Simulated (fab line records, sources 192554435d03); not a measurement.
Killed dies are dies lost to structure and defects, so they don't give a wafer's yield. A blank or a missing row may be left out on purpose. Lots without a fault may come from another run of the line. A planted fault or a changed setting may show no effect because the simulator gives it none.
fab line records | flow n5_finfet
record lots=6 wafers=17 last_day=17
route steps=1938 shown BEOL_M7@1290 PASSIVATION@1936
lots that met no fault: from a run of the same line without faults
start_h: hours from the record's first day to the start of the lot's first wafer shown | wait_h: hours since the lot's step before | " the same as in the row above | L1.1+2: a row that stands for several wafers | - no value, or no start given | * or withheld: withheld | < > ~ a bound
route shown NAME@n: a module of which the file shows steps, and the number in the route of the first | usual: mean/standard deviation of fault-free wafers | same: alike in all rows | chamber/n: place in a boat | sites: the reading at each site | _std_site: their standard deviation | _edge_site: outer sites' mean less inner sites' | radius_mm: how far each site lies from the wafer's centre | mask NAME#n: copy n | behind: the tool/chamber that last shaped the wafer | hold: why the lot was held/for how many hours/how that ended | device: the transistor (n, p or np) that didn't switch | end of line: the same wafers' tests at the end of the route | a step without rows: its recipe alone | killed: dies lost to structure and defects at the first sort, not the wafer's yield | map: a wafer's dies, x killed, . not, _ none there
set.NAME: the setting as run; set.NAME@STEP: as run at that earlier step | model.NAME: the simulator's own value behind a step, which no gauge read
lots at some steps of the route; a table a step, a row a wafer
services: from which hour (start_h, from the record's first day; less than 0 if before it) a tool's chamber was out of use, for how many hours, and why
## steps
# step N5_BEOL_M7_COAT_22
# recipe resist=CAR-EUV spin_rpm=1500 resist_thk_nm=30
# step N5_BEOL_M7_EBR_24
# recipe solvent=PGMEA ebr_width_mm=1.5
# step N5_BEOL_M7_SOFTBAKE_23
# recipe temp_c=110 time_s=60 resist=CAR-EUV
# step N5_BEOL_M7_EXPOSE_25
# recipe mask_id=V6 na=0.33 source_shape=annular sigma_inner=0.4 sigma_outer=0.8 polarization=unpolarized target_cd_nm=40 dose_mj=42.5
# step N5_BEOL_M7_PEB_26
# recipe peb_temp_c=100 peb_time_s=60 resist=CAR-EUV
# step N5_BEOL_M7_DEVELOP_27
# recipe develop_time_s=30 developer=TMAH resist=CAR-EUV rinse_liquid=surfactant_rinse dry=air_spin dev_temp_c=23
# step N5_BEOL_M7_CD_MEAS_28
# recipe target_cd_nm=40 landing_energy_ev=500 detector=se_inlens
# usual cd_nm=39.99/0.22
# columns lot.wafer tool chamber start_h wait_h cd_nm
L364.3 cd_sem-01 0 234.48 - 39.83
L364.4 " 0 " " 40.05
L364.6 " 0 " " 40.12
L365.1 cd_sem-02 0 241.55 - 39.87
L365.3 " 0 " " 39.76
L365.5 " 0 " " 39.90
L372.1 cd_sem-03 0 272.85 - 40.30
L372.2 " 0 " " 40.00
L372.3 " 0 " " 40.15
L375.2 cd_sem-03 0 303.15 - 39.76
L375.3 " 0 " " 39.79
L375.4 " 0 " " 40.12
L376.3 cd_sem-02 0 311.62 - 39.90
L376.4 " 0 " " 40.10
L376.6 " 0 " " 39.86
L378.2 cd_sem-03 0 331.57 - 40.17
L378.6 " 0 " " 39.77
# step N5_BEOL_M7_OVL_MEAS_29
# recipe points_per_wafer=522
# usual V6_OVL=0.6/0.7
# columns lot.wafer tool chamber start_h wait_h V6_OVL[nm]
L364.3 overlay-01 0 234.52 0.0 0.2
L364.4 " 0 " " 0.6
L364.6 " 0 " " 0.0
L365.1 overlay-02 0 241.58 0.0 0.0
L365.3 " 0 " " 0.8
L365.5 " 0 " " 0.3
L372.1 overlay-02 0 272.88 0.0 0.6
L372.2 " 0 " " 0.7
L372.3 " 0 " " -0.1
L375.2 overlay-02 0 303.21 0.1 0.8
L375.3 " 0 " " 1.0
L375.4 " 0 " " 0.7
L376.3 overlay-01 0 311.66 0.0 0.9
L376.4 " 0 " " 0.8
L376.6 " 0 " " -0.5
L378.2 overlay-02 0 331.61 0.0 1.0
L378.6 " 0 " " 0.4
# step N5_BEOL_M7_INSPECT_30
# recipe mode=adi inspect_instrument=brightfield
# usual raw_defect_count=408/93
# columns lot.wafer tool chamber start_h wait_h raw_defect_count
L364.3 defect_inspect-02 - 234.57 0.0 550
L364.4 " - " " 504
L364.6 " - " " 352
L365.1 defect_inspect-02 - 241.64 0.1 393
L365.3 " - " " 563
L365.5 " - " " 513
L372.1 defect_inspect-01 - 272.94 0.1 383
L372.2 " - " " 445
L372.3 " - " " 410
L375.2 defect_inspect-02 - 303.26 0.0 435
L375.3 " - " " 793
L375.4 " - " " 447
L376.3 defect_inspect-02 - 311.71 0.0 372
L376.4 " - " " 350
L376.6 " - " " 322
L378.2 defect_inspect-02 - 331.66 0.0 345
L378.6 " - " " 286
# step N5_BEOL_M7_DESCUM_33
# recipe chemistry=O2 time_s=7 source_power_w=50 bias_power_w=20 pressure_mtorr=20 rf_frequency_hz=2.712e+07 temp_c=40 resist=CAR-EUV o2_flow_sccm=225
# usual drypump_motor_current_A=5.5/0.34 oes_product_au=0.79/0.087 rf_vpp_V=243.4/1.5 showerhead_plenum_p_Torr=2.11/0.079 throttle_valve_pct=20.35/0.25
# columns lot.wafer tool chamber start_h wait_h drypump_motor_current_A oes_product_au rf_hours_counter_h rf_vpp_V showerhead_plenum_p_Torr throttle_valve_pct
L364.3 rie_diel-04 2 234.74 0.2 5.5 0.76 179 244.8 2.17 20.43
L364.4 " 3 " " 5.2 0.92 16 244.4 2.23 19.95
L364.6 " 1 " " 5.2 0.84 - 241.5 2.03 20.51
L365.1 rie_diel-04 3 241.68 0.0 5.2 0.93 18 243.5 2.23 19.95
L365.3 " 2 " " 5.5 0.74 182 244.3 2.17 20.43
L365.5 " 0 " " 5.0 0.72 - 244.5 2.16 20.47
L372.1 rie_diel-01 3 273.20 0.3 5.3 0.91 23 242.1 2.05 20.17
L372.2 " 1 " " 5.7 0.69 241 242.0 2.06 20.90
L372.3 " 0 " " 5.8 0.80 94 243.8 2.12 20.09
L375.2 rie_diel-04 1 303.49 0.2 5.2 0.82 94 243.5 2.02 20.56
L375.3 " 2 " " 5.5 0.73 200 244.5 2.17 20.46
L375.4 " 0 " " 4.9 0.70 230 243.6 2.16 20.50
L376.3 rie_diel-02 3 311.82 0.1 5.9 0.68 252 244.4 2.14 20.59
L376.4 " 2 " " 6.0 0.70 - 241.2 1.98 20.39
L376.6 " 1 " " 5.7 0.89 - 246.3 2.22 20.26
L378.2 rie_diel-04 0 331.69 0.0 4.9 0.69 237 244.2 2.15 20.51
L378.6 " 0 " " 4.9 0.69 - 242.2 2.15 20.49
# step N5_BEOL_M7_ETCH_72
# recipe chemistry=N2/H2 target=underlayer target_depth_a=65 mask_material=CAR-EUV time_s=5.2 ion_energy_ev=200 pressure_mtorr=30 source_w=840 bias_w=150 n2_flow_sccm=200 h2_flow_sccm=200 ends=cleared
# usual drypump_motor_current_A=5.5/0.34 etch_rf_on_time_s=5.19/0.1 oes_product_au=0.67/0.074 rf_vpp_V=524.6/3 showerhead_plenum_p_Torr=2.57/0.094 throttle_valve_pct=17.80/0.27
# columns lot.wafer tool chamber start_h wait_h drypump_motor_current_A etch_rf_on_time_s oes_product_au rf_hours_counter_h rf_vpp_V showerhead_plenum_p_Torr throttle_valve_pct
L364.3 rie_diel-04 2 234.77 0.0 5.5 5.21 0.63 179 527.8 2.64 17.85
L364.4 " 3 " " 5.2 5.15 0.78 16 528.0 2.72 17.44
L364.6 " 1 " " 5.2 5.08 0.74 - 523.0 2.46 17.96
L365.1 rie_diel-04 3 241.71 0.0 5.2 5.10 0.78 18 527.8 2.72 17.49
L365.3 " 2 " " 5.5 5.19 0.64 182 524.0 2.64 17.84
L365.5 " 0 " " 4.9 5.31 0.60 - 525.6 2.63 17.88
L372.1 rie_diel-01 3 273.23 0.0 5.3 5.10 0.77 23 523.8 2.49 17.52
L372.2 " 1 " " 5.8 5.20 0.60 241 524.6 2.50 18.33
L372.3 " 0 " " 5.9 5.18 0.69 94 527.2 2.56 17.49
L375.2 rie_diel-04 1 303.52 0.0 5.2 5.00 0.71 94 522.6 2.45 18.01
L375.3 " 2 " " 5.5 5.16 0.62 200 524.7 2.63 17.87
L375.4 " 0 " " 5.0 5.33 0.60 230 526.3 2.63 17.93
L376.3 rie_diel-02 3 311.85 0.0 5.9 5.36 0.58 252 526.1 2.60 18.03
L376.4 " 2 " " 6.0 5.22 0.61 - 519.6 2.42 18.06
L376.6 " 1 " " 5.7 5.10 0.76 - 526.0 2.68 17.56
L378.2 rie_diel-04 0 331.73 0.0 4.9 5.33 0.59 237 524.1 2.62 17.97
L378.6 " 0 " " 4.9 5.33 0.59 - 524.5 2.62 17.93
# step N5_BEOL_M7_ETCH_65
# recipe chemistry=CF4 target=SiARC target_depth_a=156 mask_material=CAR-EUV time_s=26 ion_energy_ev=80 pressure_mtorr=40 source_w=545 bias_w=36 Ar_flow_sccm=100 cf4_flow_sccm=100 ends=cleared
# usual drypump_motor_current_A=5.5/0.34 etch_rf_on_time_s=25.9/0.48 oes_product_au=0.68/0.073 rf_vpp_V=184.4/1.2 showerhead_plenum_p_Torr=2.16/0.076 throttle_valve_pct=15.55/0.25
# columns lot.wafer tool chamber start_h wait_h drypump_motor_current_A etch_rf_on_time_s oes_product_au rf_hours_counter_h rf_vpp_V showerhead_plenum_p_Torr throttle_valve_pct
L364.3 rie_diel-04 2 234.79 0.0 5.5 26.2 0.65 179 184.9 2.22 15.64
L364.4 " 3 " " 5.2 25.9 0.78 16 186.2 2.28 15.18
L364.6 " 1 " " 5.1 25.5 0.73 - 182.5 2.08 15.65
L365.1 rie_diel-04 3 241.73 0.0 5.2 25.5 0.79 18 186.3 2.28 15.17
L365.3 " 2 " " 5.5 26.0 0.64 182 184.5 2.22 15.65
L365.5 " 0 " " 5.0 26.1 0.62 - 185.7 2.21 15.73
L372.1 rie_diel-01 3 273.25 0.0 5.3 26.0 0.78 23 182.7 2.10 15.28
L372.2 " 1 " " 5.8 26.6 0.59 241 184.7 2.12 16.08
L372.3 " 0 " " 5.9 25.8 0.69 94 185.4 2.16 15.30
L375.2 rie_diel-04 1 303.54 0.0 5.2 25.3 0.70 94 182.7 2.07 15.72
L375.3 " 2 " " 5.4 26.0 0.63 200 184.2 2.21 15.70
L375.4 " 0 " " 4.9 26.7 0.60 230 185.2 2.20 15.76
L376.3 rie_diel-02 3 311.87 0.0 5.9 27.3 0.57 252 185.8 2.19 15.78
L376.4 " 2 " " 6.0 26.4 0.60 - 182.3 2.04 15.64
L376.6 " 1 " " 5.7 25.8 0.74 - 183.9 2.27 15.41
L378.2 rie_diel-04 0 331.74 0.0 5.0 26.8 0.59 237 185.1 2.20 15.77
L378.6 " 0 " " 5.0 26.9 0.60 - 184.4 2.20 15.77
# step N5_BEOL_M7_ETCH_66
# recipe chemistry=N2/H2 target=SOC target_depth_a=800 overetch_a=160 mask_material=SiARC temp_c=40 time_s=120 ion_energy_ev=200 pressure_mtorr=30 source_w=840 bias_w=150 n2_flow_sccm=200 h2_flow_sccm=200
# usual drypump_motor_current_A=5.5/0.34 oes_product_au=0.60/0.061 rf_vpp_V=524.6/2.7 run_length_s=143.5/0.41 showerhead_plenum_p_Torr=2.57/0.094 throttle_valve_pct=17.76/0.27
# columns lot.wafer tool chamber start_h wait_h drypump_motor_current_A oes_product_au rf_hours_counter_h rf_vpp_V run_length_s showerhead_plenum_p_Torr throttle_valve_pct
L364.3 rie_diel-04 2 234.82 0.0 5.5 0.58 179 525.5 143.1 2.64 17.80
L364.4 " 3 " " 5.2 0.70 16 529.6 143.1 2.72 17.43
L364.6 " 1 " " 5.2 0.65 - 521.0 143.3 2.46 17.90
L365.1 rie_diel-04 3 241.76 0.0 5.2 0.69 18 529.3 142.9 2.72 17.42
L365.3 " 2 " " 5.5 0.57 182 524.5 143.1 2.64 17.80
L365.5 " 0 " " 4.9 0.55 - 526.3 143.4 2.63 17.86
L372.1 rie_diel-01 3 273.28 0.0 5.3 0.69 23 523.1 142.8 2.49 17.48
L372.2 " 1 " " 5.8 0.54 241 524.9 143.8 2.50 18.34
L372.3 " 0 " " 5.9 0.61 94 525.5 143.7 2.56 17.44
L375.2 rie_diel-04 1 303.57 0.0 5.2 0.66 94 522.2 136.0 2.45 17.94
L375.3 " 2 " " 5.4 0.56 200 526.1 143.1 2.63 17.83
L375.4 " 0 " " 4.9 0.55 230 526.7 143.3 2.63 17.91
L376.3 rie_diel-02 3 311.90 0.0 5.9 0.53 252 525.5 143.2 2.60 17.99
L376.4 " 2 " " 6.0 0.55 - 520.8 144.0 2.42 18.01
L376.6 " 1 " " 5.7 0.68 - 528.1 143.2 2.68 17.53
L378.2 rie_diel-04 0 331.77 0.0 4.9 0.58 237 525.4 135.8 2.62 17.90
L378.6 " 0 " " 4.9 0.55 - 525.4 143.2 2.62 17.90
# step N5_BEOL_M7_STRIP_69
# recipe chemistry=N2/H2 temp_c=40 n2_flow_sccm=200 h2_flow_sccm=200 rf_frequency_hz=6e+07
# step N5_PASSIVATION_PROBE_49
# usual defect_limited_yield=91.1/1.5 killed_at_M0_to_M3=35/9.5 killed_at_M4_up=13/5.2 killed_at_contacts=12/6.1 killed_at_front_end=41/14 killed_at_other=3.8/2.9 killed_dies=105/17 killed_open=70/13 killed_short=33/8.4 sort_bin_5_function=5.1/0.97 sort_bin_6_memory=3.4/0.69 sort_n_pass=1075/17 sort_yield_pct=91.1/1.5
# same gross_dies=1180 killed_at_back_side=0 sort_bin_4_leakage[%]=0 sort_bin_8_speed[%]=0
# columns lot.wafer tool chamber start_h wait_h defect_limited_yield[%] killed_at_M0_to_M3 killed_at_M4_up killed_at_contacts killed_at_front_end killed_at_other killed_dies killed_open killed_short sort_bin_5_function[%] sort_bin_6_memory[%] sort_n_pass sort_yield_pct[%]
L365.1 prober-01 - 318.42 0.0 93.1 19 13 4 42 3 81 60 19 4.2 2.5 1099 93.1
L365.3 prober-01 - 318.52 0.1 91.8 44 8 14 28 3 97 58 37 5.1 2.9 1083 91.8
L365.5 prober-01 - 318.62 0.2 89.3 39 15 17 55 0 126 85 41 6.3 4.1 1054 89.3
L372.1 prober-01 - 355.17 0.0 90.2 43 10 15 42 6 116 76 39 5.5 4.0 1064 90.2
L372.2 prober-01 - 355.22 0.1 90.3 25 12 33 42 2 114 81 32 5.7 3.7 1066 90.3
L372.3 prober-01 - 355.27 0.1 91.6 27 8 25 36 3 99 80 18 5.8 2.5 1081 91.6
L375.2 prober-02 - 379.23 0.1 90.4 25 12 16 57 3 113 69 41 5.0 4.2 1067 90.4
L375.3 prober-02 - 379.28 0.1 90.9 42 15 9 33 8 107 75 32 4.9 4.0 1073 90.9
L375.4 prober-02 - 379.33 0.2 91.4 34 16 12 37 3 102 69 31 5.1 3.3 1078 91.4
L376.3 prober-01 - 384.56 0.1 89.7 26 17 20 55 3 121 79 39 5.0 4.7 1059 89.7
L376.4 prober-01 - 384.61 0.2 90.8 29 22 9 48 1 109 81 27 5.0 4.0 1071 90.8
L376.6 prober-01 - 384.71 0.3 91.3 29 9 13 43 9 103 72 30 4.5 3.6 1077 91.3
# killed by level:class
L365.1 STI_FIN_REVEAL:geometric_particle:open=14 DUMMY_GATE:geometric_particle:open=8 FIN_SAQP:geometric_particle:short=5 BEOL_M3:geometric_particle:open=5 BEOL_M8:geometric_particle:open=5 MOL_CONTACT_COAG:geometric_particle:open=4 BEOL_M1:geometric_particle:open=4 BEOL_M5:geometric_particle:open=3
L365.3 BEOL_M3:geometric_particle:open=11 MOL_CONTACT_COAG:geometric_particle:open=10 BEOL_M0_SAQP:geometric_particle:short=9 FIN_SAQP:geometric_particle:short=6 GATE_CUT:geometric_particle:short=6 BEOL_M2:geometric_particle:open=5 STI_FIN_REVEAL:geometric_particle:open=4 MOL_CONTACT_COAG:geometric_particle:short=4
L365.5 FIN_SAQP:geometric_particle:open=21 MOL_CONTACT_COAG:geometric_particle:open=14 FIN_SAQP:geometric_particle:short=12 BEOL_M3:geometric_particle:short=10 STI_FIN_REVEAL:geometric_particle:open=9 BEOL_M3:geometric_particle:open=7 BEOL_M4:geometric_particle:open=7 BEOL_M2:geometric_particle:open=6
L372.1 STI_FIN_REVEAL:geometric_particle:open=15 MOL_CONTACT_COAG:geometric_particle:open=12 FIN_SAQP:geometric_particle:open=9 BEOL_M3:geometric_particle:open=8 BEOL_M0_SAQP:geometric_particle:open=7 BEOL_M0_SAQP:geometric_particle:short=6 BEOL_M1:geometric_particle:open=6 BEOL_M2:geometric_particle:open=6
L372.2 MOL_CONTACT_COAG:geometric_particle:open=21 STI_FIN_REVEAL:geometric_particle:open=19 MOL_CONTACT_COAG:geometric_particle:short=11 BEOL_M0_SAQP:geometric_particle:open=10 BEOL_M4:geometric_particle:open=8 BEOL_M1:geometric_particle:open=6 STI_FIN_REVEAL:geometric_particle:short=4 ILD0:geometric_particle:open=3
L372.3 MOL_CONTACT_COAG:geometric_particle:open=21 STI_FIN_REVEAL:geometric_particle:open=18 DUMMY_GATE:geometric_particle:open=7 BEOL_M1:geometric_particle:open=7 BEOL_M3:geometric_particle:open=6 BEOL_M0_SAQP:geometric_particle:open=5 MOL_CONTACT_COAG:geometric_particle:short=3 BEOL_M0_SAQP:geometric_particle:short=3
L375.2 FIN_SAQP:geometric_particle:short=16 FIN_SAQP:geometric_particle:open=14 MOL_CONTACT_COAG:geometric_particle:open=12 BEOL_M1:geometric_particle:open=7 STI_FIN_REVEAL:geometric_particle:open=6 BEOL_M3:geometric_particle:open=6 BEOL_M5:geometric_particle:open=6 GATE_CUT:geometric_particle:short=5
L375.3 BEOL_M0_SAQP:geometric_particle:open=12 STI_FIN_REVEAL:geometric_particle:open=9 MOL_CONTACT_COAG:geometric_particle:open=8 BEOL_M3:geometric_particle:short=7 BEOL_M0_SAQP:geometric_particle:short=7 BEOL_M1:geometric_particle:open=7 BEOL_M4:geometric_particle:open=7 FIN_SAQP:geometric_particle:open=5
L375.4 MOL_CONTACT_COAG:geometric_particle:open=12 BEOL_M3:geometric_particle:open=9 STI_FIN_REVEAL:geometric_particle:open=8 DUMMY_GATE:geometric_particle:open=7 BEOL_M0_SAQP:geometric_particle:open=6 BEOL_M2:geometric_particle:open=6 BEOL_M0_SAQP:geometric_particle:short=5 FIN_SAQP:geometric_particle:open=4
L376.3 FIN_SAQP:geometric_particle:open=13 MOL_CONTACT_COAG:geometric_particle:open=13 FIN_SAQP:geometric_particle:short=12 STI_FIN_REVEAL:geometric_particle:open=10 DUMMY_GATE:geometric_particle:open=8 MOL_CONTACT_COAG:geometric_particle:short=7 BEOL_M4:geometric_particle:open=7 BEOL_M0_SAQP:geometric_particle:open=4
L376.4 FIN_SAQP:geometric_particle:open=19 BEOL_M3:geometric_particle:open=10 MOL_CONTACT_COAG:geometric_particle:open=8 BEOL_M4:geometric_particle:open=7 DUMMY_GATE:geometric_particle:open=6 BEOL_M2:geometric_particle:open=6 FIN_SAQP:geometric_particle:short=5 STARTING-WAFER:geometric_particle:open=5
L376.6 FIN_SAQP:geometric_particle:open=11 MOL_CONTACT_COAG:geometric_particle:open=11 BEOL_M3:geometric_particle:open=8 STI_FIN_REVEAL:geometric_particle:open=6 BEOL_M1:geometric_particle:open=6 BEOL_M2:geometric_particle:open=6 DUMMY_GATE:geometric_particle:open=5 BEOL_M4:geometric_particle:open=5
## services
# columns tool chamber start_h hours kind
rie_diel-01 2 258.46 12.2 repair
rie_diel-02 0 296.99 - clean
rie_diel-02 0 296.99 - consumable_replace:focus_ring
rie_diel-02 0 296.99 19.5 scheduled_down
rie_diel-02 0 296.99 19.5 vent_cycle
rie_diel-02 3 316.53 - clean
rie_diel-02 3 316.53 - consumable_replace:focus_ring
rie_diel-02 3 316.53 36.0 scheduled_down
rie_diel-02 3 316.53 36.0 vent_cycle
rie_diel-01 1 323.28 2.4 repair
rie_diel-01 1 325.83 - clean
rie_diel-01 1 325.83 - consumable_replace:focus_ring
rie_diel-01 1 325.83 22.3 scheduled_down
rie_diel-01 1 325.83 22.3 vent_cycle
## key
first_sign step=N5_BEOL_M7_ETCH_66 reading=run_length_s direction=down sigmas=18 usual=* struck=*
effect none on later readings
met_at N5_BEOL_M7_ETCH_66
struck_wafers L375.2,L378.2
onset_between 241.76 303.57
fault kind=process_parameter_drift tool=rie_diel-04 chamber=- onset_h=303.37 steps=N5_BEOL_M7_ETCH_66 channel=time_s offset=* shape=step end_h=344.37 scope=struck_wafers_only acts_in=* stated=*
